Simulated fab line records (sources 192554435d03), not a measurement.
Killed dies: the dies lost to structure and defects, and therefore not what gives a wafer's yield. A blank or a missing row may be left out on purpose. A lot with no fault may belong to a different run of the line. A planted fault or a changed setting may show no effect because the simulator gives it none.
fab line records    flow n5_finfet
record lots=10  wafers=30  last_day=17
route steps=1938 shown BEOL_M5@1181 MIM_BOT@1833 MIM_BOT_LITHO@1865 PASSIVATION@1908
lots that met no fault: from a run of the same line without faults
start_h: the number of hours between the record's first day and the start of the first shown wafer of the lot    wait_h: time in hours since the lot's previous step    " repeats the value in the row above    L1.1+2: a single row standing in for several wafers    - either no value or no given start    * or withheld: withheld    < > ~ a bound
route shown NAME@n: names a module that has steps shown in the file, with the first one's number in the route    usual: average and standard deviation across the fault-free wafers    same: alike in all rows    chamber/n: place in a boat    sites: per-site readings    _std_site: standard deviation across them    _edge_site: inner sites' mean taken away from outer sites' mean    radius_mm: how far each site lies from the wafer's centre    mask NAME#n: copy n    behind: the last tool/chamber to shape the wafer    hold: cause of the lot's hold/its duration in hours/its outcome    device: which transistor (n, p or np) failed to switch    end of line: the same wafers' tests at the end of the route    step lacking rows: just its recipe    killed: dies that structure and defects cost at the first sort, which is not the same as the wafer's yield    map: dies across one wafer; x = killed, . = not, _ = none there
set.NAME: the setting the step ran with; set.NAME@STEP: the setting that earlier step ran with    model.NAME: the simulator's own value behind a step, which no gauge read
route steps across a sampled set of lots; one table per step, one row per wafer
services: from which hour (start_h, from the record's first day; less than 0 if before it) a tool's chamber was out of use, for how many hours, and why
## steps
# step N5_BEOL_M5_SPUTTER_88
# recipe material=Cu  target_thk_a=150  temp_c=-20  chamber_pressure_pa=0.07  power_w=withheld  time_s=27.62
# usual throttle_valve_pct=29.5/0.76
lot.wafer  tool            chamber  start_h  wait_h  throttle_valve_pct
L355.1     pvd_sputter-02  -        180.68   0.5     29.4
L355.4     "               -        "        "       30.4
L355.5     "               -        "        "       29.5
L357.1     pvd_sputter-01  -        196.66   0.5     30.6
L357.3     "               -        "        "       29.8
L357.5     "               -        "        "       29.8
L356.3     pvd_sputter-03  -        212.78   0.5     29.3
L356.5     "               -        "        "       30.3
L356.6     "               -        "        "       29.4
L359.1     pvd_sputter-01  -        218.92   0.5     29.9
L359.4     "               -        "        "       30.5
L359.5     "               -        "        "       29.7
L358.1     pvd_sputter-01  -        226.39   0.5     29.6
L358.5     "               -        "        "       29.6
L358.6     "               -        "        "       30.6
L360.2     pvd_sputter-01  -        242.98   0.5     28.5
L360.4     "               -        "        "       29.7
L360.6     "               -        "        "       30.5
L361.1     pvd_sputter-01  -        249.54   0.5     29.9
L361.2     "               -        "        "       29.9
L361.5     "               -        "        "       28.6
L363.2     pvd_sputter-02  -        257.66   0.5     29.1
L363.4     "               -        "        "       29.8
L363.5     "               -        "        "       29.0
L370.1     pvd_sputter-02  -        294.93   0.5     27.7
L370.4     "               -        "        "       29.3
L370.6     "               -        "        "       28.0
L373.1     pvd_sputter-02  -        310.57   0.5     29.2
L373.4     "               -        "        "       29.6
L373.5     "               -        "        "       29.5
# step N5_MIM_BOT_SPUTTER_00
# recipe material=TiN  target_thk_a=350  temp_c=200  power_w=3000  chamber_pressure_pa=0.49996  gas=Ar  reactive_partial_pa=0.37997  time_s=89.7
# usual throttle_valve_pct=29.5/0.71
lot.wafer  tool            chamber  start_h  wait_h  throttle_valve_pct
L355.1     pvd_sputter-01  -        260.29   0.0     30.6
L355.4     "               -        "        "       29.7
L355.5     "               -        "        "       28.6
L357.1     pvd_sputter-01  -        279.93   0.0     30.0
L357.3     "               -        "        "       28.5
L357.5     "               -        "        "       29.9
L359.1     pvd_sputter-02  -        289.19   0.0     30.5
L359.4     "               -        "        "       27.9
L359.5     "               -        "        "       29.3
L356.3     pvd_sputter-01  -        295.20   0.0     30.0
L356.5     "               -        "        "       29.5
L356.6     "               -        "        "       30.6
L358.1     pvd_sputter-03  -        299.55   0.0     30.2
L358.5     "               -        "        "       29.8
L358.6     "               -        "        "       28.6
L360.2     pvd_sputter-02  -        328.38   0.0     29.5
L360.4     "               -        "        "       29.8
L360.6     "               -        "        "       29.3
L361.1     pvd_sputter-03  -        331.38   0.0     30.2
L361.2     "               -        "        "       28.5
L361.5     "               -        "        "       28.8
L363.2     pvd_sputter-03  -        344.52   0.0     29.9
L363.4     "               -        "        "       29.8
L363.5     "               -        "        "       29.1
L370.1     pvd_sputter-01  -        372.41   0.0     30.5
L370.4     "               -        "        "       29.7
L370.6     "               -        "        "       28.5
L373.1     pvd_sputter-03  -        390.30   0.0     30.3
L373.4     "               -        "        "       29.6
L373.5     "               -        "        "       28.9
# step N5_MIM_BOT_LITHO_DESCUM_10
# recipe chemistry=O2  time_s=7.9  source_power_w=50  bias_power_w=20  pressure_mtorr=20  rf_frequency_hz=2.712e+07  temp_c=40  o2_flow_sccm=225
# usual drypump_motor_current_A=5.8/0.4  o2_flow_sccm=225.0/0.66  oes_product_au=0.79/0.073  rf_vpp_V=243.2/1.3  showerhead_plenum_p_Torr=2.10/0.069  throttle_valve_pct=20.50/0.29
lot.wafer  tool         chamber  start_h  wait_h  drypump_motor_current_A  o2_flow_sccm  oes_product_au  rf_hours_counter_h  rf_vpp_V  showerhead_plenum_p_Torr  throttle_valve_pct
L355.1     rie_diel-01  3        266.03   0.1     6.1                      225.3         0.87            35                  242.1     2.04                      19.95
L355.4     "            2        "        "       5.8                      224.3         0.71            217                 244.8     2.16                      20.70
L355.5     "            2        "        "       5.8                      224.3         0.71            -                   243.2     2.16                      20.72
L357.1     rie_diel-06  2        282.78   0.0     6.9                      226.1         0.71            216                 242.4     2.07                      20.93
L357.3     "            3        "        "       5.4                      223.9         0.79            123                 241.8     2.10                      20.31
L357.5     "            3        "        "       5.4                      224.6         0.79            -                   243.7     2.10                      20.32
L359.1     rie_diel-06  2        291.98   0.0     6.8                      224.3         0.71            220                 241.2     2.07                      20.92
L359.4     "            0        "        "       5.8                      225.3         0.72            178                 242.4     2.09                      20.60
L359.5     "            2        "        "       6.9                      225.5         0.71            -                   243.4     2.07                      20.92
L356.3     rie_diel-03  2        299.02   0.0     5.7                      226.0         0.76            149                 243.0     2.19                      20.64
L356.5     "            1        "        "       5.8                      226.3         0.83            -                   245.5     2.21                      20.19
L356.6     "            2        "        "       5.7                      225.9         0.76            -                   243.1     2.19                      20.66
L358.1     rie_diel-06  0        301.73   0.0     5.8                      224.8         0.72            181                 244.2     2.09                      20.61
L358.5     "            2        "        "       6.9                      226.2         0.71            -                   243.1     2.07                      20.92
L358.6     "            1        "        "       5.8                      224.7         0.78            -                   242.8     2.01                      20.73
L360.2     rie_diel-01  0        332.45   0.0     5.5                      225.0         0.81            86                  242.2     2.02                      20.75
L360.4     "            1        "        "       5.5                      224.9         0.77            160                 243.7     2.10                      20.18
L360.6     "            1        "        "       5.5                      225.3         0.77            -                   242.3     2.10                      20.17
L361.1     rie_diel-01  0        335.98   0.0     5.4                      226.0         0.81            87                  241.8     2.02                      20.76
L361.2     "            1        "        "       5.5                      225.4         0.76            161                 242.6     2.09                      20.17
L361.5     "            2        "        "       5.9                      225.0         0.69            -                   243.7     2.15                      20.73
L363.2     rie_diel-06  1        346.93   0.0     5.8                      225.0         0.76            136                 241.3     2.01                      20.74
L363.4     "            3        "        "       5.4                      225.5         0.78            146                 242.4     2.10                      20.34
L363.5     "            1        "        "       5.8                      224.7         0.77            -                   240.9     2.01                      20.74
L370.1     rie_diel-06  1        376.12   0.1     5.8                      224.9         0.76            146                 241.6     2.00                      20.77
L370.4     "            3        "        "       5.4                      225.6         0.76            156                 244.3     2.09                      20.34
L370.6     "            1        "        "       5.8                      224.8         0.76            -                   243.0     2.00                      20.77
L373.1     rie_diel-01  3        394.49   0.0     6.1                      225.2         0.80            83                  243.5     2.02                      20.03
L373.4     "            1        "        "       5.5                      224.4         0.73            187                 242.5     2.09                      20.21
L373.5     "            1        "        "       5.5                      225.4         0.74            -                   244.3     2.09                      20.20
# step N5_PASSIVATION_DESCUM_32
# recipe chemistry=O2  time_s=7.9  source_power_w=50  bias_power_w=20  pressure_mtorr=20  rf_frequency_hz=2.712e+07  temp_c=40  o2_flow_sccm=225
# usual drypump_motor_current_A=5.7/0.4  o2_flow_sccm=225.0/0.69  oes_product_au=0.80/0.081  rf_vpp_V=243.7/1.3  showerhead_plenum_p_Torr=2.12/0.073  throttle_valve_pct=20.50/0.25
lot.wafer  tool         chamber  start_h  wait_h  drypump_motor_current_A  o2_flow_sccm  oes_product_au  rf_hours_counter_h  rf_vpp_V  showerhead_plenum_p_Torr  throttle_valve_pct
L355.1     rie_diel-03  1        270.13   0.5     5.8                      225.6         0.85            65                  244.0     2.21                      20.16
L355.4     "            1        "        "       5.8                      225.5         0.85            -                   244.9     2.21                      20.17
L355.5     "            3        "        "       5.1                      224.9         0.68            -                   241.6     1.97                      20.64
L357.1     rie_diel-01  3        286.21   0.0     6.1                      226.1         0.86            42                  243.6     2.03                      19.98
L357.3     "            2        "        "       5.9                      223.8         0.70            224                 244.4     2.16                      20.73
L357.5     "            0        "        "       5.5                      224.3         0.83            -                   242.9     2.03                      20.73
L359.1     rie_diel-03  2        295.82   0.3     5.6                      225.6         0.76            147                 244.3     2.19                      20.66
L359.4     "            1        "        "       5.8                      226.1         0.83            -                   243.3     2.21                      20.17
L359.5     "            0        "        "       6.0                      225.9         0.98            -                   245.8     2.15                      20.50
L356.3     rie_diel-06  2        304.16   0.0     6.8                      224.7         0.70            225                 241.6     2.06                      20.94
L356.5     "            1        "        "       5.8                      223.7         0.79            -                   242.3     2.01                      20.74
L356.6     "            2        "        "       6.9                      224.5         0.71            -                   243.5     2.07                      20.95
L358.1     rie_diel-06  3        305.45   0.0     5.4                      225.3         0.78            132                 243.9     2.10                      20.34
L358.5     "            0        "        "       5.8                      225.4         0.72            -                   243.2     2.09                      20.62
L358.6     "            3        "        "       5.4                      225.6         0.79            -                   244.3     2.10                      20.32
L360.2     rie_diel-03  2        335.68   0.0     5.6                      226.0         0.75            160                 245.0     2.18                      20.67
L360.4     "            3        "        "       5.1                      225.2         0.95            14                  245.0     2.23                      20.29
L360.6     "            0        "        "       6.0                      224.3         0.93            -                   244.3     2.15                      20.51
L361.1     rie_diel-01  1        340.23   0.0     5.5                      225.4         0.76            163                 242.0     2.09                      20.18
L361.2     "            3        "        "       6.1                      223.9         0.83            60                  240.7     2.03                      19.99
L361.5     "            2        "        "       5.9                      225.3         0.69            -                   244.3     2.15                      20.74
L363.2     rie_diel-06  1        351.12   0.1     5.8                      224.4         0.75            138                 243.3     2.00                      20.77
L363.4     "            3        "        "       5.4                      224.8         0.77            148                 242.8     2.09                      20.36
L363.5     "            3        "        "       5.4                      225.6         0.77            -                   244.3     2.09                      20.35
L370.1     rie_diel-03  3        380.91   0.0     5.1                      225.4         0.92            30                  246.1     2.22                      20.33
L370.4     "            1        "        "       5.8                      225.1         0.80            106                 244.7     2.20                      20.22
L370.6     "            2        "        "       5.7                      224.6         0.73            -                   244.4     2.18                      20.70
L373.1     rie_diel-03  1        397.39   0.0     5.8                      225.6         0.80            112                 243.5     2.20                      20.23
L373.4     "            0        "        "       6.0                      225.6         0.90            42                  243.6     2.14                      20.54
L373.5     "            1        "        "       5.8                      224.6         0.80            -                   244.3     2.20                      20.24
# step N5_PASSIVATION_PROBE_49
# usual defect_limited_yield=91.1/1.4  killed_at_M0_to_M3=33/10  killed_at_M4_up=15/5.8  killed_at_contacts=13/5.9  killed_at_front_end=39/11  killed_at_other=4/3.6  killed_dies=105/16  killed_on_rim=13/3.7  killed_open=68/11  killed_short=34/7.8  sort_bin_5_function=5.2/0.88  sort_bin_6_memory=3.3/0.61  sort_n_pass=1075/16  sort_yield_pct=91.1/1.4
# same gross_dies=1180  killed_at_back_side=0  sort_bin_4_leakage[%]=0  sort_bin_8_speed[%]=0
lot.wafer  tool       chamber  start_h  wait_h  defect_limited_yield[%]  killed_at_M0_to_M3  killed_at_M4_up  killed_at_contacts  killed_at_front_end  killed_at_other  killed_dies  killed_on_rim  killed_open  killed_short  sort_bin_5_function[%]  sort_bin_6_memory[%]  sort_n_pass  sort_yield_pct[%]
L360.2     prober-01  -        340.70   0.1     84.2                     11                  109              17                  46                   4                187          29             58           26            8.5                     4.3                   993          84.2
L360.4     prober-01  -        340.80   0.2     90.7                     30                  10               15                  49                   6                110          10             70           38            5.7                     3.2                   1070         90.7
L360.6     prober-01  -        340.90   0.3     89.6                     35                  19               17                  46                   6                123          13             87           33            6.1                     4.0                   1057         89.6
L361.1     prober-01  -        345.43   0.0     91.0                     46                  23               9                   24                   4                106          16             73           29            5.8                     3.0                   1074         91.0
L361.2     prober-01  -        345.48   0.1     93.1                     31                  18               3                   23                   6                81           8              47           28            4.0                     2.7                   1099         93.1
L361.5     prober-01  -        345.63   0.2     83.0                     49                  112              9                   31                   0                201          34             63           34            8.5                     4.7                   979          83.0
# killed by level:class
L360.2 BEOL_M5:unspecified=102 FIN_SAQP:geometric_particle:open=17 MOL_CONTACT_COAG:geometric_particle:open=14 FIN_SAQP:geometric_particle:short=11 BEOL_M0_SAQP:geometric_particle:open=5 STARTING-WAFER:geometric_particle:open=5 GATE_CUT:geometric_particle:short=3 MOL_CONTACT_COAG:geometric_particle:short=3
L360.4 FIN_SAQP:geometric_particle:open=13 FIN_SAQP:geometric_particle:short=9 MOL_CONTACT_COAG:geometric_particle:open=9 BEOL_M2:geometric_particle:open=7 BEOL_M3:geometric_particle:open=7 STI_FIN_REVEAL:geometric_particle:open=5 DUMMY_GATE:geometric_particle:open=5 MOL_CONTACT_COAG:geometric_particle:short=5
L360.6 MOL_CONTACT_COAG:geometric_particle:open=12 GATE_CUT:geometric_particle:short=10 FIN_SAQP:geometric_particle:open=8 BEOL_M5:geometric_particle:open=8 BEOL_M3:geometric_particle:open=7 STI_FIN_REVEAL:geometric_particle:open=6 BEOL_M0_SAQP:geometric_particle:open=6 MOL_CONTACT_COAG:geometric_particle:short=5
L361.1 BEOL_M2:geometric_particle:open=18 BEOL_M4:geometric_particle:open=10 MOL_CONTACT_COAG:geometric_particle:open=7 BEOL_M0_SAQP:geometric_particle:open=7 BEOL_M0_SAQP:geometric_particle:short=6 BEOL_M2:geometric_particle:short=6 BEOL_M3:geometric_particle:open=6 FIN_SAQP:geometric_particle:short=4
L361.2 BEOL_M2:geometric_particle:open=8 ILD0:geometric_particle:short=6 BEOL_M0_SAQP:geometric_particle:open=6 FIN_SAQP:geometric_particle:open=5 GATE_CUT:geometric_particle:short=4 BEOL_M0_SAQP:geometric_particle:short=4 BEOL_M1:geometric_particle:open=4 BEOL_M5:geometric_particle:open=4
L361.5 BEOL_M5:unspecified=99 FIN_SAQP:geometric_particle:short=10 BEOL_M0_SAQP:geometric_particle:open=9 BEOL_M2:geometric_particle:open=9 MOL_CONTACT_COAG:geometric_particle:open=8 BEOL_M0_SAQP:geometric_particle:short=8 FIN_SAQP:geometric_particle:open=6 BEOL_M3:geometric_particle:open=6
## services
tool            chamber  start_h  hours  kind
pvd_sputter-03  -        161.93   6.6    repair
rie_diel-06     -        174.50   0.2    repair
pvd_sputter-02  -        185.64   12.6   repair
rie_diel-03     1        191.39   1.3    repair
rie_diel-01     1        247.05   2.6    repair
rie_diel-03     3        247.54   9.3    repair
rie_diel-03     0        259.40   -      clean
rie_diel-03     0        259.40   -      consumable_replace:focus_ring
rie_diel-03     0        259.40   20.5   scheduled_down
rie_diel-03     0        259.40   20.5   vent_cycle
rie_diel-03     -        267.25   1.6    repair
rie_diel-03     3        279.88   -      clean
rie_diel-03     3        279.88   -      consumable_replace:focus_ring
rie_diel-03     3        279.88   -      consumable_replace:showerhead
rie_diel-03     2        330.71   4.4    repair
rie_diel-06     -        370.27   2.8    pm
rie_diel-06     2        379.23   -      clean
rie_diel-06     2        379.23   -      consumable_replace:esc
rie_diel-06     2        379.23   -      consumable_replace:focus_ring
rie_diel-06     2        379.23   23.6   scheduled_down
rie_diel-06     2        379.23   23.6   vent_cycle
rie_diel-06     1        389.46   5.7    repair
rie_diel-03     3        390.81   4.9    repair
pvd_sputter-01  -        397.33   2.9    repair
## key
first_sign step=N5_PASSIVATION_PROBE_49  reading=killed_at_M4_up  direction=up  sigmas=17  usual=15  struck=110
effect step=N5_PASSIVATION_PROBE_49  reading=defect_limited_yield  direction=down  sigmas=5.6  usual=91.1  struck=83.6
more_kills_born_at N5_BEOL_M5_SPUTTER_88@pvd_sputter-01=201
met_at N5_BEOL_M5_SPUTTER_88
struck_lots L360,L361
struck_wafers L360.2,L361.5
not_acting_at N5_MIM_BOT_SPUTTER_00,N5_MIM_BOT_LITHO_DESCUM_10,N5_PASSIVATION_DESCUM_32
fault kind=chamber_particle_source  tool=pvd_sputter-01  chamber=-  onset_h=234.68  steps=N5_BEOL_M5_SPUTTER_88  rate_per_visit_cm2=1.7181  end_h=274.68  scope=struck_wafers_only
